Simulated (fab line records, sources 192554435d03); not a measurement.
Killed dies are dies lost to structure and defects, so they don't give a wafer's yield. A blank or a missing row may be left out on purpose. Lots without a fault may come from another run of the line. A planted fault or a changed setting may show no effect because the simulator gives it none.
One fault seen from 2 desks | flow n5_finfet | each desk has only its own numbers; what lay behind them comes last

THE TOOL OWNER'S DESK: cvd_co-01
The tool's own readings at N5_BEOL_M5_CO_CAP_78 (material Co, precursor CCTBA/H2, target thk 2 nm, time 102.1 s): means of the sampled wafers that have a number, for each lot that ran on this tool. A lot is out of limits, marked OUT, if its mean lies more than 4 standard deviations from the usual mean; the brackets give that distance.
Columns: A = heater_power_w at N5_BEOL_M5_CO_CAP_78, usual 223 W
lot  | first seen here | A
L819 | day 10 02:19    | 210
L815 | day 10 11:24    | 225
L822 | day 11 06:29    | 233
L832 | day 15 10:21    | 210
L835 | day 16 01:12    | 204
L834 | day 16 03:23    | 212
L837 | day 16 07:14    | 200
L836 | day 16 11:56    | 209
L838 | day 17 05:27    | 216
This desk's finding: nothing out of limits on any of the 9 lots.

THE DEFECT DESK
What the inspections along the route counted, lot by lot: means of the sampled wafers that have a number. A lot is out of limits, marked OUT, if its mean lies more than 4 standard deviations from the usual mean; the brackets give that distance.
Columns: A = raw_defect_count at N5_BEOL_M5_INSPECT_58, usual 77
lot  | first seen here | A
L817 | day 9 13:35     | 72
L819 | day 10 02:32    | 60
L815 | day 10 11:37    | 117
L822 | day 11 06:41    | 139
L830 | day 14 12:29    | 70
L832 | day 15 10:36    | 89
L835 | day 16 01:25    | 86
L834 | day 16 03:36    | 76
L837 | day 16 07:27    | 81
L836 | day 16 12:09    | 63
L838 | day 17 05:40    | 82
This desk's finding: nothing out of limits on any of the 11 lots.

PUT TOGETHER
The tool owner's desk saw nothing out of limits.
The defect desk saw nothing out of limits.

WHAT THE SIMULATOR HAD PUT IN
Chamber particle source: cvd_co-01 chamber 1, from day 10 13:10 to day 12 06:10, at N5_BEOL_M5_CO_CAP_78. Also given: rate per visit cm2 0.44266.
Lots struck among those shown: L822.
